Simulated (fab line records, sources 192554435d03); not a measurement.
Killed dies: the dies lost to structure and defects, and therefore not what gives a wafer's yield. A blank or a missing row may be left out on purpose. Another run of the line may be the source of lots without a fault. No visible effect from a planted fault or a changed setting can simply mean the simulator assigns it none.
Split-lot experiment + flow n5_finfet + on a route of 1938 steps: 7 lots, 21 wafers read

## ABOUT THE SPLIT
At N5_BEOL_M13_SPUTTER_44 (material Ta, target thk 10 nm, time 16.13 s), the setting power_w was moved away from the recipe's 15000 W on 6 of the 21 wafers read, by -17.3% to +14.7%. This setting was run at the recipe's value on the other wafers.

The split's own step is where the reading is taken.

## THE READING
Ta_of_BEOL_M13_SPUTTER_44.thk_nm (the simulator's own value, which no gauge read), in nm, at N5_BEOL_M13_SPUTTER_44 (material Ta, target thk 10 nm, time 16.13 s). The file gives no usual value for it. The 15 wafers here that ran the recipe average 10.0 nm, standard deviation 0.16 nm.

| wafer  | tool, chamber at the split | power_w as run, W | against the recipe | Ta_of_BEOL_M13_SPUTTER_44.thk_nm, nm | against lot-mates on the recipe |
|--------|----------------------------|-------------------|--------------------|--------------------------------------|---------------------------------|
| L079.2 | pvd_sputter-02, -          | 12410             | -17.3%             | 8.2                                  | -1.8                            |
| L079.5 | pvd_sputter-02, -          | 15000             | recipe             | 10                                   | -                               |
| L079.6 | pvd_sputter-02, -          | 15000             | recipe             | 10                                   | -                               |
| L080.1 | pvd_sputter-03, -          | 17010             | +13.4%             | 11.2                                 | +1.2                            |
| L080.2 | pvd_sputter-03, -          | 17010             | +13.4%             | 11.6                                 | +1.6                            |
| L080.3 | pvd_sputter-03, -          | 15000             | recipe             | 10                                   | -                               |
| L082.4 | pvd_sputter-01, -          | 13600             | -9.3%              | 9                                    | -0.8                            |
| L082.5 | pvd_sputter-01, -          | 13600             | -9.3%              | 9.2                                  | -0.6                            |
| L082.6 | pvd_sputter-01, -          | 15000             | recipe             | 9.8                                  | -                               |
| L088.1 | pvd_sputter-01, -          | 15000             | recipe             | 10.2                                 | -                               |
| L088.2 | pvd_sputter-01, -          | 15000             | recipe             | 10                                   | -                               |
| L088.5 | pvd_sputter-01, -          | 15000             | recipe             | 10                                   | -                               |
| L090.1 | pvd_sputter-01, -          | 15000             | recipe             | 10.2                                 | -                               |
| L090.4 | pvd_sputter-01, -          | 15000             | recipe             | 10.2                                 | -                               |
| L090.3 | pvd_sputter-01, -          | 17210             | +14.7%             | 11.4                                 | +1.2                            |
| L094.2 | pvd_sputter-02, -          | 15000             | recipe             | 10.2                                 | -                               |
| L094.3 | pvd_sputter-02, -          | 15000             | recipe             | 10                                   | -                               |
| L094.4 | pvd_sputter-02, -          | 15000             | recipe             | 10                                   | -                               |
| L097.1 | pvd_sputter-03, -          | 15000             | recipe             | 10                                   | -                               |
| L097.2 | pvd_sputter-03, -          | 15000             | recipe             | 9.8                                  | -                               |
| L097.4 | pvd_sputter-03, -          | 15000             | recipe             | 9.6                                  | -                               |

FIT RESULTS
A straight line over all 21 wafers: Ta_of_BEOL_M13_SPUTTER_44.thk_nm changes by +0.101 nm for each +1% of power_w; r = +0.98; the points scatter about the line by 0.17 nm.
The same after taking each lot's own level away (the mean of its wafers on the recipe; 21 wafers): +0.0947 nm for each +1%; r = +0.98; scatter 0.14 nm.
According to that fit, moving power_w by its largest amount changes the reading by 1.6 nm.
From 9.80 to 10.20 nm: that is the span of the lots' own levels, equal to 2.4 times the standard deviation above.
The two slopes agree, so the slope changes little with the lot-to-lot level.
Check: for one of the wafers moved furthest among these (-17.3%), held out of the fit, the line's prediction against its lot-mates is -1.53 nm. It came out at -1.8 nm against them.

## ADDITIONAL SPLITS CARRIED BY THESE WAFERS
These wafers also went through other splits before the reading. Each is held against what the fit with the lots' levels taken away leaves over:
| other split on the same wafers    | wafers away from the commonest value | r with Ta_of_BEOL_M13_SPUTTER_44.thk_nm (lot level and that fit taken away) |
|-----------------------------------|--------------------------------------|-----------------------------------------------------------------------------|
| N5_BEOL_M13_TRENCH_ETCH_34 time_s | 8                                    | -0.18                                                                       |

## FILE'S OWN FIT
Ta_of_BEOL_M13_SPUTTER_44.thk_nm changes by +0.0947 nm for each +1% of power_w, r = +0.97.
